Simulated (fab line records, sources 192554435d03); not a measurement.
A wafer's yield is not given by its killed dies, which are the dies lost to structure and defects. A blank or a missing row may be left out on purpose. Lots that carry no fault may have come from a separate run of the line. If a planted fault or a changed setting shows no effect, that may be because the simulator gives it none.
Matching of chambers :: flow n5-finfet :: N5_DUMMY_GATE_ALD_02 on ald-sin-04 has 4 sister chambers
The step deposits SiO2, target thk 2 nm, pulse time 1 s. 33 wafers are shown with their chamber, then 12 later ones without.

== EACH WAFER AND ITS CHAMBER ==
wafer: L075.1
chamber: 1
heater-power-w (W): 435
precursor-pulse-height-rel: 1.009

wafer: L075.3
chamber: 2
heater-power-w (W): 544
precursor-pulse-height-rel: 0.998

wafer: L075.5
chamber: 2
heater-power-w (W): 548
precursor-pulse-height-rel: 0.992

wafer: L077.2
chamber: 2
heater-power-w (W): 552
precursor-pulse-height-rel: 1.004

wafer: L077.5
chamber: 1
heater-power-w (W): 454
precursor-pulse-height-rel: 0.988

wafer: L077.6
chamber: 2
heater-power-w (W): 537
precursor-pulse-height-rel: 1.008

wafer: L078.1
chamber: 2
heater-power-w (W): 531
precursor-pulse-height-rel: 1.002

wafer: L078.2
chamber: 1
heater-power-w (W): 444
precursor-pulse-height-rel: 0.976

wafer: L078.4
chamber: 0
heater-power-w (W): 401
precursor-pulse-height-rel: 0.980

wafer: L079.1
chamber: 0
heater-power-w (W): 397
precursor-pulse-height-rel: 0.996

wafer: L079.2
chamber: 2
heater-power-w (W): 550
precursor-pulse-height-rel: 1.000

wafer: L079.5
chamber: 0
heater-power-w (W): 411
precursor-pulse-height-rel: 0.975

wafer: L081.2
chamber: 3
heater-power-w (W): 613
precursor-pulse-height-rel: 0.971

wafer: L081.4
chamber: 1
heater-power-w (W): 456
precursor-pulse-height-rel: 1.005

wafer: L081.5
chamber: 3
heater-power-w (W): 587
precursor-pulse-height-rel: 1.005

wafer: L082.1
chamber: 3
heater-power-w (W): 591
precursor-pulse-height-rel: 1.002

wafer: L082.2
chamber: 1
heater-power-w (W): 447
precursor-pulse-height-rel: 1.002

wafer: L082.3
chamber: 2
heater-power-w (W): 531
precursor-pulse-height-rel: 0.987

wafer: L082.4
chamber: 0
heater-power-w (W): 399
precursor-pulse-height-rel: 0.988

wafer: L082.5
chamber: 0
heater-power-w (W): 401
precursor-pulse-height-rel: 1.011

wafer: L082.6
chamber: 3
heater-power-w (W): 586
precursor-pulse-height-rel: 1.000

wafer: L089.2
chamber: 2
heater-power-w (W): 519
precursor-pulse-height-rel: 1.008

wafer: L089.3
chamber: 1
heater-power-w (W): 444
precursor-pulse-height-rel: 1.009

wafer: L089.5
chamber: 2
heater-power-w (W): 554
precursor-pulse-height-rel: 1.021

wafer: L092.1
chamber: 1
heater-power-w (W): 450
precursor-pulse-height-rel: 1.008

wafer: L092.2
chamber: 3
heater-power-w (W): 610
precursor-pulse-height-rel: 0.992

wafer: L092.5
chamber: 0
heater-power-w (W): 412
precursor-pulse-height-rel: 0.977

wafer: L093.1
chamber: 0
heater-power-w (W): 398
precursor-pulse-height-rel: 0.967

wafer: L093.2
chamber: 2
heater-power-w (W): 530
precursor-pulse-height-rel: 1.004

wafer: L093.3
chamber: 3
heater-power-w (W): 611
precursor-pulse-height-rel: 1.006

wafer: L093.4
chamber: 1
heater-power-w (W): 448
precursor-pulse-height-rel: 1.003

wafer: L093.5
chamber: 0
heater-power-w (W): 407
precursor-pulse-height-rel: 1.016

wafer: L093.6
chamber: 3
heater-power-w (W): 605
precursor-pulse-height-rel: 0.998

SIGNATURES, as means of the wafers listed above
reading: heater-power-w
chamber 0: 403.25
chamber 1: 447.25
chamber 2: 539.60
chamber 3: 600.43
scatter within a chamber: 9.54

reading: precursor-pulse-height-rel
chamber 0: 0.98875
chamber 1: 1.00000
chamber 2: 1.00240
chamber 3: 0.99629
scatter within a chamber: 0.0129
Rule: distance of a wafer from a chamber = root of the sum over the readings of ((wafer's reading minus chamber's mean) / reading's scatter) squared. The wafer belongs to the nearest chamber; if the next one is less than 2 further off, it can't be placed. How the scatter is found: for the shown wafers, subtract from each reading the mean of its chamber, square and add these, divide the total by (wafers less chambers), then take the root.

== WAFERS WITHOUT THEIR CHAMBER ==
wafer: L094.1
heater-power-w (W): 614
precursor-pulse-height-rel: 1.005

wafer: L094.2
heater-power-w (W): 532
precursor-pulse-height-rel: 1.012

wafer: L094.3
heater-power-w (W): 417
precursor-pulse-height-rel: 1.006

wafer: L094.4
heater-power-w (W): 454
precursor-pulse-height-rel: 1.025

wafer: L094.5
heater-power-w (W): 519
precursor-pulse-height-rel: 1.014

wafer: L094.6
heater-power-w (W): 618
precursor-pulse-height-rel: 0.988

wafer: L097.1
heater-power-w (W): 397
precursor-pulse-height-rel: 0.941

wafer: L097.2
heater-power-w (W): 598
precursor-pulse-height-rel: 0.988

wafer: L097.3
heater-power-w (W): 527
precursor-pulse-height-rel: 0.987

wafer: L097.4
heater-power-w (W): 453
precursor-pulse-height-rel: 1.003

wafer: L097.5
heater-power-w (W): 418
precursor-pulse-height-rel: 1.029

wafer: L097.6
heater-power-w (W): 608
precursor-pulse-height-rel: 1.018

== WHICH CHAMBER EACH WENT THROUGH ==
wafer: L094.1
from the rows above: 3
in truth: 3

wafer: L094.2
from the rows above: 2
in truth: 2

wafer: L094.3
from the rows above: can't be placed: 0 or 1
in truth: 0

wafer: L094.4
from the rows above: 1
in truth: 1

wafer: L094.5
from the rows above: 2
in truth: 2

wafer: L094.6
from the rows above: 3
in truth: 3

wafer: L097.1
from the rows above: 0
in truth: 0

wafer: L097.2
from the rows above: 3
in truth: 3

wafer: L097.3
from the rows above: 2
in truth: 2

wafer: L097.4
from the rows above: 1
in truth: 1

wafer: L097.5
from the rows above: can't be placed: 0 or 1
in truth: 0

wafer: L097.6
from the rows above: 3
in truth: 3
10 of 12 placed correctly. Can't be placed from these rows: 2 (the true chamber is among the candidates in 2). Placed wrongly: 0.
